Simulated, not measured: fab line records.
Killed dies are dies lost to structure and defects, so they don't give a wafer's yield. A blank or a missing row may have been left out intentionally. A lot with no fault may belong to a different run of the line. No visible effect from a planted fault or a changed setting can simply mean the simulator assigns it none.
fab line records | flow n5Finfet
record lots=7 wafers=39
route steps=1938 shown FIN_SAQP@138 SD_EPI_N@278 GATE_CUT@490 MOL_CONTACT_COAG@584
startH: hours from the record's first day to the start of the lot's first wafer shown | waitH: hours from the lot's prior step to this one | " as in the row above | L1.1+2: a row that stands for several wafers | - value missing, or start not given | * or withheld: withheld | < > ~ a bound
route shown NAME@n: NAME is a module with steps in the file, n the number in the route of the first one | usual: the fault-free wafers' mean and standard deviation | same: alike in all rows | chamber/n: place in a boat | sites: readings site by site | _std_site: standard deviation across them | _edge_site: inner sites' mean taken away from outer sites' mean | radiusMm: how far each site lies from the wafer's centre | mask NAME#n: copy n | behind: the most recent tool/chamber to have shaped the wafer | hold: the reason the lot was held/the length of the hold in hours/how it ended | device: transistor that didn't switch, given as n, p or np | end of line: tests run on the same wafers once the route is complete | a step with no rows: only its recipe | killed: at the first sort, the dies lost to defects and structure; wafer yield is something else | map: the dies of a wafer, with x for killed, . for not killed, _ for no die there
set.NAME: the setting the step ran with; set.NAME@STEP: the setting that earlier step ran with | model.NAME: the simulator's own value behind a step, which no gauge read
lots where settings were altered on purpose, with a table for each step and a row for each wafer
## steps
# step N5_FIN_SAQP_SPACER2_ALD_28
# recipe material=SiO2 targetThkA=81 tempC=300 aldPrecursorFamily=BDEAS aldCoReactant=O2-plasma pulseTimeS=1 purgeTimeS=2 coReactantPurgeTimeS=2 pressureTorr=2
# columns lot.wafer tool chamber startH waitH set.targetThkA model.SiO2_of_FIN_SAQP_SPACER2_ALD_28.thkNm
L075.1+2+3 aldSin-04 1,0,2 30.81 0.1 97.85 9.8
L075.4+5+6 " 3,2,3 " " 81 8.2
L079.1+3 aldSin-03 0,3 55.06 0.1 81 8
L079.2+4+5+6 " 2,1,0,1 " " 81 8.2
L082.1+3+5+6 aldSin-02 2,1,1,0 73.92 1.0 81 8
L082.2+4 " 0,3 " " 81 8.2
L084.4+5+6 aldSin-03 2,1,0 87.98 3.2 81 8.2
L085.1+4+6 aldSin-02 2,1,3 99.47 3.4 81 8.2
L085.2+3+5 " 0,3,2 " " 65.42 6.6
L087.1+3+5 aldSin-02 1,3,3 107.55 0.3 81 8
L087.2+4+6 " 0,2,2 " " 94.63 9.4
L096.1+2+5 aldSin-03 3,0,1 160.57 0.2 81 8
L096.3+4+6 " 1,2,2 " " 81 8.2
# step N5_FIN_SAQP_SPACER2_ETCHBACK_29
# recipe chemistry=CHF3/O2 mode=anisotropicEtchback target=SiO2 targetDepthA=122 timeS=6.1 pressureMtorr=30 sourceW=650 biasW=170 Ar_flow_sccm=200 CHF3_flow_sccm=50 O2_flow_sccm=5 ionEnergyEv=200
# step N5_FIN_SAQP_MANDREL2_REMOVE_60
# recipe chemistry=HBr/Cl2/O2 btTimeS=10 target=a-Si stopOn=SiNx endpoint=OES-SiCl overEtchFrac=1 icpW=600 biasW=22 HBr_flow_sccm=150 Cl2_flow_sccm=80 O2_flow_sccm=5 pressureMtorr=10
# columns lot.wafer tool chamber startH waitH set.targetThkA@FIN_SAQP_SPACER2_ALD_28 model.FIN_SAQP.cdNm
L075.1+2 rieSi-05 0,1 31.22 0.1 97.85 9.8
L075.3 " 2 " " 97.85 10
L075.4+5+6 " 3,0,3 " " 81 8.2
L079.1+2+4+5+6 rieSi-06 1,3,0,0,3 55.48 0.1 81 8.2
L079.3 " 2 " " 81 8
L082.1+3+4+5 rieSi-06 0,1,3,3 74.33 0.1 81 8.2
L082.2+6 " 2 " " 81 8
L084.4+5+6 rieSi-06 1,3,0 88.43 0.1 81 8.2
L085.1 rieSi-04 3 100.19 0.1 81 8.2
L085.2+3+5 " 1,0,1 " " 65.42 6.6
L085.4+6 " 2 " " 81 8
L087.1+5 rieSi-04 2,1 108.17 0.1 81 8
L087.2+4+6 " 0,2,0 " " 94.63 9.4
L087.3 " 1 " " 81 8.2
L096.1+2+3+6 rieSi-06 2,0,1,2 160.98 0.1 81 8
L096.4+5 " 1,0 " " 81 8.2
# step N5_FIN_SAQP_CD_MEAS_31
# recipe targetCdNm=8 landingEnergyEv=1000 detector=seInlens polarity=line
# usual cdNm=8.11/0.21
# columns lot.wafer tool chamber startH waitH set.targetThkA@FIN_SAQP_SPACER2_ALD_28 cdNm
L075.1 cdSem-01 0 31.33 0.1 97.85 10.04
L075.2 " 0 " " 97.85 9.52
L075.3 " 0 " " 97.85 9.91
L075.4 " 0 " " 81 8.05
L075.5 " 0 " " 81 8.17
L075.6 " 0 " " 81 7.87
L079.1 cdSem-02 0 55.59 0.1 81 8.10
L079.2 " 0 " " 81 8.21
L079.3 " 0 " " 81 8.17
L079.4 " 0 " " 81 8.24
L079.5 " 0 " " 81 8.60
L079.6 " 0 " " 81 8.15
L082.1 cdSem-02 0 74.44 0.1 81 8.21
L082.2 " 0 " " 81 8.00
L082.3 " 0 " " 81 8.28
L082.4 " 0 " " 81 8.17
L082.5 " 0 " " 81 8.24
L082.6 " 0 " " 81 8.31
L084.4 cdSem-03 0 88.55 0.1 81 8.54
L084.5 " 0 " " 81 8.23
L084.6 " 0 " " 81 8.31
L085.1 cdSem-01 0 100.30 0.1 81 7.91
L085.2 " 0 " " 65.42 6.86
L085.3 " 0 " " 65.42 6.55
L085.4 " 0 " " 81 8.19
L085.5 " 0 " " 65.42 6.03
L085.6 " 0 " " 81 8.28
L087.1 cdSem-03 0 108.28 0.1 81 7.83
L087.2 " 0 " " 94.63 9.35
L087.3 " 0 " " 81 8.12
L087.4 " 0 " " 94.63 9.26
L087.5 " 0 " " 81 7.77
L087.6 " 0 " " 94.63 9.57
L096.1 cdSem-03 0 161.09 0.1 81 8.16
L096.2 " 0 " " 81 7.99
L096.3 " 0 " " 81 8.50
L096.4 " 0 " " 81 8.00
L096.5 " 0 " " 81 8.16
L096.6 " 0 " " 81 7.87
# step N5_FIN_SAQP_HM_OPEN_33
# recipe chemistry=CH3F/O2 target=SiNx maskMaterial=SiO2 targetDepthA=494 timeS=70.6 pressureMtorr=30 sourceW=395 biasW=73 Ar_flow_sccm=150 CH3F_flow_sccm=30 O2_flow_sccm=20 ionEnergyEv=120 ends=cleared
# columns lot.wafer tool chamber startH waitH set.targetThkA@FIN_SAQP_SPACER2_ALD_28 model.FIN_SAQP.cdNm
L075.1+3 rieDiel-01 3,1 31.49 0.2 97.85 9.8
L075.2 " 0 " " 97.85 10
L075.4+6 " 2 " " 81 8.2
L075.5 " 3 " " 81 8
L079.1+3+5 rieDiel-01 1,2,3 55.63 0.0 81 8
L079.2+4+6 " 0,3,2 " " 81 8.2
L082.1+2+3+5+6 rieDiel-05 0,1,2,2,3 74.49 0.0 81 8
L082.4 " 3 " " 81 8.2
L084.4+5+6 rieDiel-05 1,2,1 88.59 0.0 81 8.2
L085.1+6 rieDiel-05 0,3 100.41 0.1 81 8.2
L085.2+3+5 " 1,3,2 " " 65.42 6.6
L085.4 " 2 " " 81 8
L087.1 rieDiel-05 3 108.46 0.2 81 8
L087.2+4 " 2,1 " " 94.63 9.4
L087.3+5 " 0,1 " " 81 8.2
L087.6 " 2 " " 94.63 9.6
L096.1+2+3+6 rieDiel-03 2,0,3,0 161.14 0.0 81 8
L096.4+5 " 1,3 " " 81 8.2
# step N5_FIN_SAQP_ETCH_34
# recipe chemistry=C4F6/O2 target=SiO2 targetDepthA=450 timeS=15 ionEnergyEv=250 pressureMtorr=30 sourceW=345 biasW=185 Ar_flow_sccm=300 C4F6_flow_sccm=10 O2_flow_sccm=10 ends=cleared
# step N5_FIN_SAQP_STRIP_77
# recipe chemistry=N2/H2 timeS=90 powerW=100 tempC=40 pressureMtorr=100 rfFrequencyHz=6e+07 biasPowerW=3 n2FlowSccm=300 h2FlowSccm=300
# step N5_FIN_SAQP_HM_CD_35
# recipe targetCdNm=8 polarity=line
# usual cdNm=8.07/0.24
# columns lot.wafer tool chamber startH waitH set.targetThkA@FIN_SAQP_SPACER2_ALD_28 cdNm
L075.1 cdSem-02 - 31.72 0.1 97.85 9.92
L075.2 " - " " 97.85 9.78
L075.3 " - " " 97.85 10.17
L075.4 " - " " 81 8.09
L075.5 " - " " 81 8.14
L075.6 " - " " 81 8.22
L079.1 cdSem-01 - 55.85 0.1 81 8.16
L079.2 " - " " 81 8.32
L079.3 " - " " 81 7.99
L079.4 " - " " 81 8.19
L079.5 " - " " 81 8.09
L079.6 " - " " 81 8.04
L082.1 cdSem-02 - 74.71 0.1 81 8.44
L082.2 " - " " 81 8.25
L082.3 " - " " 81 8.02
L082.4 " - " " 81 7.85
L082.5 " - " " 81 8.30
L082.6 " - " " 81 8.47
L084.4 cdSem-03 - 88.81 0.1 81 8.57
L084.5 " - " " 81 8.09
L084.6 " - " " 81 8.32
L085.1 cdSem-02 - 100.63 0.1 81 8.13
L085.2 " - " " 65.42 6.59
L085.3 " - " " 65.42 6.59
L085.4 " - " " 81 7.98
L085.5 " - " " 65.42 6.17
L085.6 " - " " 81 8.06
L087.1 cdSem-02 - 108.68 0.1 81 8.12
L087.2 " - " " 94.63 9.35
L087.3 " - " " 81 8.06
L087.4 " - " " 94.63 9.52
L087.5 " - " " 81 7.78
L087.6 " - " " 94.63 9.42
L096.1 cdSem-03 - 161.36 0.1 81 8.14
L096.2 " - " " 81 8.34
L096.3 " - " " 81 8.07
L096.4 " - " " 81 7.93
L096.5 " - " " 81 7.83
L096.6 " - " " 81 8.04
# step N5_FIN_SAQP_ETCH_64
# recipe chemistry=CF4 target=SiO2 targetDepthA=15 ionEnergyEv=350 pressureMtorr=10 icpW=800 biasW=400 cf4FlowSccm=80
# columns lot.wafer tool chamber startH waitH set.targetThkA@FIN_SAQP_SPACER2_ALD_28 model.FIN_SAQP.cdNm
L075.1+2 rieSi-04 3,2 31.77 0.0 97.85 9.8
L075.3 " 0 " " 97.85 10
L075.4+6 " 1,0 " " 81 8.2
L075.5 " 3 " " 81 8
L079.1+3 rieSi-05 3,0 55.90 0.0 81 8
L079.2+4+5+6 " 2,2,0,3 " " 81 8.2
L082.1+2+3+4+5+6 rieSi-04 1,2,3,0,2,1 74.75 0.0 81 8
L084.4+5+6 rieSi-04 1,1,2 88.85 0.0 81 8.2
L085.1 rieSi-05 2 100.67 0.0 81 8.2
L085.2+3+5 " 3,0,2 " " 65.42 6.6
L085.4+6 " 1 " " 81 8
L087.1 rieSi-06 1 108.73 0.0 81 8
L087.2+4+6 " 0,2,3 " " 94.63 9.6
L087.3+5 " 3,2 " " 81 8.2
L096.1+2+6 rieSi-04 3,0,1 161.41 0.0 81 7.8
L096.3+5 " 2,0 " " 81 8
L096.4 " 1 " " 81 8.2
# step N5_FIN_SAQP_FIN_ETCH_36
# recipe chemistry=HBr/Cl2/O2 targetDepthA=1200 maskMaterial=SiNx timeS=50.4 biasW=102 pressureMtorr=10 icpW=800 HBr_flow_sccm=150 Cl2_flow_sccm=80 O2_flow_sccm=12
# step N5_FIN_SAQP_CD_MEAS_37
# recipe targetCdNm=8 polarity=line
# usual cdNm=8.11/0.24
# columns lot.wafer tool chamber startH waitH set.targetThkA@FIN_SAQP_SPACER2_ALD_28 cdNm
L075.1 cdSem-03 - 31.90 0.1 97.85 9.92
L075.2 " - " " 97.85 10.01
L075.3 " - " " 97.85 9.99
L075.4 " - " " 81 8.21
L075.5 " - " " 81 7.79
L075.6 " - " " 81 8.29
L079.1 cdSem-03 - 56.04 0.1 81 8.17
L079.2 " - " " 81 8.36
L079.3 " - " " 81 7.76
L079.4 " - " " 81 8.31
L079.5 " - " " 81 8.02
L079.6 " - " " 81 8.20
L082.1 cdSem-02 - 74.89 0.1 81 7.93
L082.2 " - " " 81 8.02
L082.3 " - " " 81 7.82
L082.4 " - " " 81 8.21
L082.5 " - " " 81 8.10
L082.6 " - " " 81 8.13
L084.4 cdSem-03 - 89.00 0.1 81 8.20
L084.5 " - " " 81 8.24
L084.6 " - " " 81 8.60
L085.1 cdSem-03 - 100.81 0.1 81 8.01
L085.2 " - " " 65.42 6.85
L085.3 " - " " 65.42 7.00
L085.4 " - " " 81 7.96
L085.5 " - " " 65.42 6.61
L085.6 " - " " 81 7.66
L087.1 cdSem-03 - 108.86 0.1 81 7.94
L087.2 " - " " 94.63 9.46
L087.3 " - " " 81 8.60
L087.4 " - " " 94.63 9.86
L087.5 " - " " 81 7.84
L087.6 " - " " 94.63 9.48
L096.1 cdSem-03 - 161.55 0.1 81 8.68
L096.2 " - " " 81 7.79
L096.3 " - " " 81 7.97
L096.4 " - " " 81 8.03
L096.5 " - " " 81 8.12
L096.6 " - " " 81 7.77
# step N5_SD_EPI_N_ETCH_45
# recipe chemistry=CH3F/O2 target=SiOCN targetDepthA=60 maskMaterial=SOC ionEnergyEv=60 biasW=29 pressureMtorr=15 sourceW=410 Ar_flow_sccm=150 CH3F_flow_sccm=30 O2_flow_sccm=20
# columns lot.wafer tool chamber startH waitH set.targetDepthA model.etch.depthNm
L075.1 rieDiel-05 1 54.61 0.1 79.35 7.831
L075.2 " 3 " " 60 5.883
L075.3 " 0 " " 60 5.877
L075.4 " 2 " " 79.35 7.689
L075.5 " 1 " " 60 5.918
L075.6 " 2 " " 79.35 7.704
L079.1 rieDiel-03 2 78.40 0.1 60 5.922
L079.2 " 3 " " 82.89 8.456
L079.3 " 1 " " 60 6.028
L079.4 " 3 " " 60 6.114
L079.5 " 2 " " 82.89 8.17
L079.6 " 1 " " 82.89 8.356
L082.1 rieDiel-01 3 103.09 0.1 92.91 9.314
L082.2 " 1 " " 60 5.881
L082.3 " 0 " " 60 5.882
L082.4 " 1 " " 92.91 9.155
L082.5 " 3 " " 60 5.939
L082.6 " 0 " " 92.91 9.089
L084.4 rieDiel-03 1 116.82 0.1 60 5.982
L084.5 " 0 " " 60 6.077
L084.6 " 1 " " 60 6.033
L085.1 rieDiel-05 2 126.35 0.1 60 5.93
L085.2 " 3 " " 60 5.957
L085.3 " 0 " " 60 5.904
L085.4 " 1 " " 60 6.078
L085.5 " 1 " " 60 6.025
L085.6 " 2 " " 60 5.936
L087.1 rieDiel-01 3 134.14 0.1 83.69 8.343
L087.2 " 1 " " 83.69 8.226
L087.3 " 0 " " 83.69 8.212
L087.4 " 0 " " 60 5.896
L087.5 " 3 " " 60 5.971
L087.6 " 1 " " 60 5.895
L096.1 rieDiel-03 2 183.60 0.1 26.1 2.575
L096.2 " 1 " " 60 5.958
L096.3 " 0 " " 26.1 2.604
L096.4 " 3 " " 60 6.009
L096.5 " 1 " " 26.1 2.587
L096.6 " 0 " " 60 5.96
# step N5_GATE_CUT_DESCUM_18
# recipe chemistry=O2 timeS=7 sourcePowerW=50 biasPowerW=20 pressureMtorr=20 rfFrequencyHz=2.712e+07 tempC=40 resist=CAR-EUV o2FlowSccm=225
# columns lot.wafer tool chamber startH waitH set.timeS model.CAR-EUV_of_GATE_CUT_COAT_07.thkNm
L075.1+2+5 rieDiel-04 0,1,3 88.26 0.0 7 26
L075.3+4+6 " 3,1,0 " " 9.139 25
L079.1+4+5 rieDiel-06 3,2,3 117.63 0.0 5.712 26.8
L079.2 " 0 " " 7 26.2
L079.3+6 " 1,0 " " 7 26
L082.1+3+5 rieDiel-04 1,2,1 138.35 0.2 7 26
L082.2+4 " 0,2 " " 5.652 26.8
L082.6 " 0 " " 5.652 26.6
L084.4+5+6 rieDiel-04 3,1,0 151.01 0.2 7 25.8
L085.1+6 rieDiel-06 2,1 159.26 0.1 7 26
L085.2 " 1 " " 7 26.2
L085.3+5 " 0 " " 3.05 28.2
L085.4 " 3 " " 3.05 28
L087.1+2+5 rieDiel-04 0,1,0 169.08 0.0 8.676 25.2
L087.3+4+6 " 2,3,3 " " 7 26
L096.1+2+3+4+5+6 rieDiel-04 3,2,1,0,1,0 219.51 0.0 7 26
# step N5_GATE_CUT_ETCH_28
# recipe chemistry=N2/H2 target=underlayer targetDepthA=130 maskMaterial=CAR-EUV timeS=10.4 ionEnergyEv=200 pressureMtorr=30 sourceW=840 biasW=150 n2FlowSccm=200 h2FlowSccm=200 ends=cleared
# columns lot.wafer tool chamber startH waitH set.timeS@GATE_CUT_DESCUM_18 model.CAR-EUV_of_GATE_CUT_COAT_07.thkNm
L075.1+5 rieDiel-04 0,3 88.30 0.0 7 14.6
L075.2 " 1 " " 7 14.4
L075.3+4 " 3,1 " " 9.139 13.4
L075.6 " 0 " " 9.139 13.6
L079.1+4+5 rieDiel-06 3,2,3 117.66 0.0 5.712 15.2
L079.2+3+6 " 0,1,0 " " 7 14.6
L082.1 rieDiel-04 1 138.39 0.0 7 14.4
L082.2+4+6 " 0,2,0 " " 5.652 15.2
L082.3+5 " 2,1 " " 7 14.6
L084.4+5+6 rieDiel-04 3,1,0 151.03 0.0 7 14.4
L085.1+2+6 rieDiel-06 2,1,1 159.30 0.0 7 14.6
L085.3+4+5 " 0,3,0 " " 3.05 16.6
L087.1+2+5 rieDiel-04 0,1,0 169.11 0.0 8.676 13.8
L087.3+4 " 2,3 " " 7 14.6
L087.6 " 3 " " 7 14.4
L096.1+3+5 rieDiel-04 3,1,1 219.54 0.0 7 14.4
L096.2+4+6 " 2,0,0 " " 7 14.6
# step N5_GATE_CUT_ETCH_36
# recipe chemistry=CF4 target=SiARC targetDepthA=130 maskMaterial=CAR-EUV timeS=21.7 ionEnergyEv=80 pressureMtorr=40 sourceW=545 biasW=36 Ar_flow_sccm=100 cf4FlowSccm=100 ends=cleared
# columns lot.wafer tool chamber startH waitH set.timeS@GATE_CUT_DESCUM_18 model.CAR-EUV_of_GATE_CUT_COAT_07.thkNm
L075.1+5 rieDiel-04 0,3 88.32 0.0 7 7
L075.2 " 1 " " 7 6.8
L075.3+4 " 3,1 " " 9.139 5.8
L075.6 " 0 " " 9.139 6
L079.1+4+5 rieDiel-06 3,2,3 117.68 0.0 5.712 7.6
L079.2+3+6 " 0,1,0 " " 7 7
L082.1+5 rieDiel-04 1 138.41 0.0 7 6.8
L082.2+4 " 0,2 " " 5.652 7.6
L082.3 " 2 " " 7 7
L082.6 " 0 " " 5.652 7.4
L084.4+6 rieDiel-04 3,0 151.06 0.0 7 6.8
L084.5 " 1 " " 7 6.6
L085.1+2+6 rieDiel-06 2,1,1 159.32 0.0 7 7
L085.3+5 " 0 " " 3.05 9
L085.4 " 3 " " 3.05 8.8
L087.1+2+5 rieDiel-04 0,1,0 169.13 0.0 8.676 6.2
L087.3 " 2 " " 7 7
L087.4+6 " 3 " " 7 6.8
L096.1+3+5+6 rieDiel-04 3,1,1,0 219.56 0.0 7 6.8
L096.2+4 " 2,0 " " 7 7
# step N5_MOL_CONTACT_COAG_ETCHBACK_135
# recipe chemistry=CHF3 target=SiO2 targetDepthA=250 timeS=16.7 ionEnergyEv=200 pressureMtorr=30 sourceW=610 biasW=170 Ar_flow_sccm=200 CHF3_flow_sccm=50
# columns lot.wafer tool chamber startH waitH set.timeS model.SOC_of_MOL_CONTACT_COAG_COAT_75.thkNm
L075.1+2+4 rieDiel-03 0,1,3 106.01 0.0 16.7 57.4
L075.3+5 " 2,1 " " 12.66 58
L075.6 " 0 " " 12.66 58.2
L079.1 rieDiel-03 2 131.62 0.0 22.42 56
L079.2+4 " 3,1 " " 16.7 57
L079.3 " 0 " " 16.7 57.2
L079.5+6 " 2,3 " " 22.42 56.2
L082.1 rieDiel-01 2 154.62 0.0 16.7 57.4
L082.2+4+5+6 " 3,0,2,3 " " 16.7 57.6
L082.3 " 1 " " 16.7 57.8
L084.4 rieDiel-01 1 166.60 0.0 16.7 57.4
L084.5+6 " 3,2 " " 16.7 57.2
L085.1+2 rieDiel-01 3,1 175.86 0.0 11.99 58.2
L085.3 " 2 " " 11.99 58
L085.4 " 1 " " 16.7 57.4
L085.5+6 " 3,2 " " 16.7 57.2
L087.1+5 rieDiel-01 1,2 186.04 0.0 16.7 57.2
L087.2+6 " 2,1 " " 12.77 57.8
L087.3 " 0 " " 12.77 57.6
L087.4 " 3 " " 16.7 57
L096.1+2+4 rieDiel-03 1,0,2 236.62 0.0 16.7 57.4
L096.3+5+6 " 3,3,0 " " 16.7 57.2
# step N5_MOL_CONTACT_COAG_STRIP_118
# recipe chemistry=CHF3 resist=SiARC rfFrequencyHz=6e+07
# step N5_MOL_CONTACT_COAG_VIA_ETCH_46
# recipe chemistry=C4F6/O2 targetDepthA=460 overetchA=92 maskMaterial=SOC target=SiO2 biasW=455 pressureMtorr=10 timeS=40 sourceW=325 Ar_flow_sccm=300 C4F6_flow_sccm=10 O2_flow_sccm=10 ionEnergyEv=575.3 ends=endPoint
# columns lot.wafer tool chamber startH waitH set.timeS@MOL_CONTACT_COAG_ETCHBACK_135 model.SOC_of_MOL_CONTACT_COAG_COAT_75.thkNm
L075.1 rieDiel-03 0 106.04 0.0 16.7 50.6
L075.2+4 " 1,3 " " 16.7 50.8
L075.3+5+6 " 2,1,0 " " 12.66 51.6
L079.1 rieDiel-03 2 131.65 0.0 22.42 49.4
L079.2+3+4 " 3,0,1 " " 16.7 50.4
L079.5 " 2 " " 22.42 49.8
L079.6 " 3 " " 22.42 49.6
L082.1+5 rieDiel-01 2 154.65 0.0 16.7 50.8
L082.2+4 " 3,0 " " 16.7 51.2
L082.3 " 1 " " 16.7 51.4
L082.6 " 3 " " 16.7 51
L084.4 rieDiel-01 1 166.66 0.0 16.7 50.8
L084.5+6 " 3,2 " " 16.7 50.6
L085.1+2 rieDiel-01 3,1 175.89 0.0 11.99 51.6
L085.3 " 2 " " 11.99 51.2
L085.4 " 1 " " 16.7 51
L085.5+6 " 3,2 " " 16.7 50.6
L087.1 rieDiel-01 1 186.07 0.0 16.7 50.8
L087.2 " 2 " " 12.77 51
L087.3 " 0 " " 12.77 51.2
L087.4+5 " 3,2 " " 16.7 50.4
L087.6 " 1 " " 12.77 51.4
L096.1+2+4 rieDiel-03 1,0,2 236.65 0.0 16.7 50.8
L096.3+5 " 3 " " 16.7 50.4
L096.6 " 0 " " 16.7 50.6
## key
split step=N5_FIN_SAQP_SPACER2_ALD_28 setting=targetThkA stated=81 by=wafer
response step=N5_FIN_SAQP_SPACER2_ALD_28 reading=model.SiO2_of_FIN_SAQP_SPACER2_ALD_28.thkNm change=+0.0807 per=1% r=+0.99
response step=N5_FIN_SAQP_MANDREL2_REMOVE_60 reading=model.FIN_SAQP.cdNm change=+0.0786 per=1% r=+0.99
response step=N5_FIN_SAQP_CD_MEAS_31 reading=cdNm change=+0.0866 per=1% r=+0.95
response step=N5_FIN_SAQP_HM_OPEN_33 reading=model.FIN_SAQP.cdNm change=+0.081 per=1% r=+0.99
response step=N5_FIN_SAQP_HM_CD_35 reading=cdNm change=+0.0854 per=1% r=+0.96
response step=N5_FIN_SAQP_ETCH_64 reading=model.FIN_SAQP.cdNm change=+0.0819 per=1% r=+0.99
response step=N5_FIN_SAQP_CD_MEAS_37 reading=cdNm change=+0.0774 per=1% r=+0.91
split step=N5_SD_EPI_N_ETCH_45 setting=targetDepthA stated=60 by=wafer
response step=N5_SD_EPI_N_ETCH_45 reading=model.etch.depthNm change=+0.0596 per=1% r=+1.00
split step=N5_GATE_CUT_DESCUM_18 setting=timeS stated=7 by=wafer
response step=N5_GATE_CUT_DESCUM_18 reading=model.CAR-EUV_of_GATE_CUT_COAT_07.thkNm change=-0.0359 per=1% r=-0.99
response step=N5_GATE_CUT_ETCH_28 reading=model.CAR-EUV_of_GATE_CUT_COAT_07.thkNm change=-0.0346 per=1% r=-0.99
response step=N5_GATE_CUT_ETCH_36 reading=model.CAR-EUV_of_GATE_CUT_COAT_07.thkNm change=-0.0336 per=1% r=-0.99
split step=N5_MOL_CONTACT_COAG_ETCHBACK_135 setting=timeS stated=16.7 by=wafer
response step=N5_MOL_CONTACT_COAG_ETCHBACK_135 reading=model.SOC_of_MOL_CONTACT_COAG_COAT_75.thkNm change=-0.0279 per=1% r=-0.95
response step=N5_MOL_CONTACT_COAG_VIA_ETCH_46 reading=model.SOC_of_MOL_CONTACT_COAG_COAT_75.thkNm change=-0.0273 per=1% r=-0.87
